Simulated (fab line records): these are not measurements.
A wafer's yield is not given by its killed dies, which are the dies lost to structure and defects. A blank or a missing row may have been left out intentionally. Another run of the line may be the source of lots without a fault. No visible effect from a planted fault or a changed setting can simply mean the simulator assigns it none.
Which tool did it? :: flow nandHarc :: 18 wafers from 6 lots sampled at 5 of the route's 1159 steps

## WHAT EACH GAUGE READ, for each wafer
NHARC_END_SORT_01.
lot: L891
measured: day 21 14:24
on: prober-01
killedAtArray: 25 22 24

lot: L893
measured: day 21 23:52
on: prober-01
killedAtArray: 12 13 11

## WHICH TOOL RAN EACH LOT (tool, then ch and the chambers of the sampled wafers, then the start)
lot: L889
NHARC_A_SLIT_ETCH_15: rieDiel-07 ch 1,2,3, day 15 19:30 or earlier
NHARC_A_WL_FILL_CVD_23: lpcvdPoly-01 ch 0, day 15 19:30
NHARC_A_WL_FILL_ETCHBACK_26: rieSi-02 ch 0,2, day 15 22:05
NHARC_A_CONTACT_DEP_28: aclDep-02 ch 0, day 16 05:41

lot: L891
NHARC_A_SLIT_ETCH_15: rieDiel-12 ch 1,3, day 17 19:05 or earlier
NHARC_A_WL_FILL_CVD_23: lpcvdPoly-03 ch 0, day 17 19:05
NHARC_A_WL_FILL_ETCHBACK_26: rieSi-02 ch 0,1,3, day 17 21:42
NHARC_A_CONTACT_DEP_28: aclDep-02 ch 0, day 18 06:50

lot: L893
NHARC_A_SLIT_ETCH_15: rieDiel-07 ch 0,2,3, day 18 02:47 or earlier
NHARC_A_WL_FILL_CVD_23: lpcvdPoly-03 ch 0, day 18 02:47
NHARC_A_WL_FILL_ETCHBACK_26: rieSi-03 ch 0,2, day 18 05:23
NHARC_A_CONTACT_DEP_28: aclDep-03 ch 0, day 18 22:17

lot: L897
NHARC_A_SLIT_ETCH_15: rieDiel-02 ch 1,2,3, day 18 13:29 or earlier
NHARC_A_WL_FILL_CVD_23: lpcvdPoly-01 ch 0, day 18 13:29
NHARC_A_WL_FILL_ETCHBACK_26: rieSi-02 ch 1,2,3, day 18 16:06
NHARC_A_CONTACT_DEP_28: aclDep-03 ch 0, day 19 00:29

lot: L904
NHARC_A_SLIT_ETCH_15: rieDiel-12 ch 0,2, day 20 03:53 or earlier
NHARC_A_WL_FILL_CVD_23: lpcvdPoly-01 ch 0, day 20 03:53
NHARC_A_WL_FILL_ETCHBACK_26: rieSi-02 ch 1,2,3, day 20 06:28
NHARC_A_CONTACT_DEP_28: aclDep-03 ch 0, day 20 17:41

lot: L907
NHARC_A_SLIT_ETCH_15: rieDiel-07 ch 0,2,3, day 21 01:58 or earlier
NHARC_A_WL_FILL_CVD_23: lpcvdPoly-03 ch 0, day 21 01:58
NHARC_A_WL_FILL_ETCHBACK_26: rieSi-03 ch 0,1,3, day 21 04:34
NHARC_A_CONTACT_DEP_28: aclDep-03 ch 0, day 21 16:40
- NHARC_A_SLIT_ETCH_15: etches the open film in O2/COS, target depth 3200 nm, time 832 s.
- NHARC_A_WL_FILL_CVD_23: deposits poly-Si, target thk 40 nm, time 800 s.
- NHARC_A_WL_FILL_ETCHBACK_26: etches the open film in HBr, target depth 52 nm, time 13.3 s.
- NHARC_A_CONTACT_DEP_28: deposits aC, target thk 3600 nm.

## THE ANSWER, worked out from the rows above alone
Rule: usual is defined by the lots themselves. Put in order of their means at a reading, lots are off if they are a third of the lots or fewer, leave a main group of 4 or more, and stand apart from it by a gap of 3 or more times the standard deviation of the main group's means; of several such gaps the widest counts. Not used: any main group whose means are identical at the precision the tables above print for the reading. A lot without any number at a reading at which 4 lots or more have one is off too. Where the step has rows for the other lots, those lots are counted as sound.
Across all readings shown, no lot is off: no conclusion can be drawn from this.

## WHAT THE SIMULATOR PUT IN
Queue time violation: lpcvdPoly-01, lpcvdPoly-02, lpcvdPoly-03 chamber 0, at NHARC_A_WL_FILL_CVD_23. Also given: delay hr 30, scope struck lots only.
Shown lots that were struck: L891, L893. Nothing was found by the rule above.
